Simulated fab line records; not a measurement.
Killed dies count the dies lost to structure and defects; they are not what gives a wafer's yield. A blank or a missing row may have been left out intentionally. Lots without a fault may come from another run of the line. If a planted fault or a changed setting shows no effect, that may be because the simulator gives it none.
Matching of chambers	flow nand_harc	4 sister chambers for NHARC_A_STAIRCASE_DESCUM_219 on rie_diel-02
The step chemistry O2, time 3 s. 18 wafers are shown with their chamber, then 9 later ones without.

## EACH WAFER AND ITS CHAMBER
wafer	chamber	drypump_motor_current_A (A)	showerhead_plenum_p_Torr (Torr)	throttle_valve_pct (%)
L074.3	0	4.9	1.76	11.313
L074.4	2	5.4	1.80	11.307
L074.6	3	5.4	1.89	11.318
L079.1	3	5.3	1.89	11.307
L079.4	1	5.7	1.84	11.291
L079.5	0	4.9	2.08	11.312
L082.1	3	5.4	1.89	11.317
L082.2	0	4.9	2.07	11.318
L082.6	2	5.4	1.80	11.307
L084.1	3	5.4	1.89	11.318
L084.3	2	5.4	1.79	11.293
L084.6	3	5.4	1.89	11.320
L086.2	0	4.9	2.07	11.324
L086.4	1	5.7	1.84	11.303
L086.6	2	5.4	1.79	11.309
L085.1	1	5.6	1.84	11.306
L085.2	3	5.4	1.88	11.309
L085.5	0	4.9	2.07	11.318

SIGNATURES (averages over the wafers above)
reading	chamber 0	chamber 1	chamber 2	chamber 3	scatter within a chamber
drypump_motor_current_A	4.900	5.667	5.400	5.383	0.0327
showerhead_plenum_p_Torr	2.0100	1.8400	1.7950	1.8883	0.0748
throttle_valve_pct	11.31700	11.30000	11.30400	11.31483	0.00615
Rule: distance of a wafer from a chamber = root of the sum over the readings of ((wafer's reading minus chamber's mean) / reading's scatter) squared. If the next closest chamber is less than 2 further off than the closest, the wafer can't be placed; otherwise it belongs to the closest. How the scatter is found: for the shown wafers, subtract from each reading the mean of its chamber, square and add these, divide the total by (wafers less chambers), then take the root.

## WAFERS WITH NO CHAMBER GIVEN
wafer	drypump_motor_current_A (A)	showerhead_plenum_p_Torr (Torr)	throttle_valve_pct (%)
L088.2	5.4	1.79	11.308
L088.4	5.6	1.84	11.320
L088.5	4.9	2.06	11.295
L089.2	5.4	1.79	11.300
L089.3	4.9	2.07	11.307
L089.4	5.4	1.88	11.301
L097.1	5.4	1.87	11.317
L097.4	5.4	1.78	11.302
L097.5	5.4	1.78	11.315

## WHICH CHAMBER EACH ONE RAN IN
wafer	from the rows above	in truth
L088.2	can't be placed: 2 or 3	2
L088.4	1	1
L088.5	0	0
L089.2	2	2
L089.3	0	0
L089.4	can't be placed: 2 or 3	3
L097.1	can't be placed: 3 or 2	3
L097.4	2	2
L097.5	can't be placed: 3 or 2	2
Correctly placed: 5 of 9. Cannot be placed on the basis of these rows: 4; the candidates contain the true chamber in 4. Wrongly placed: 0.
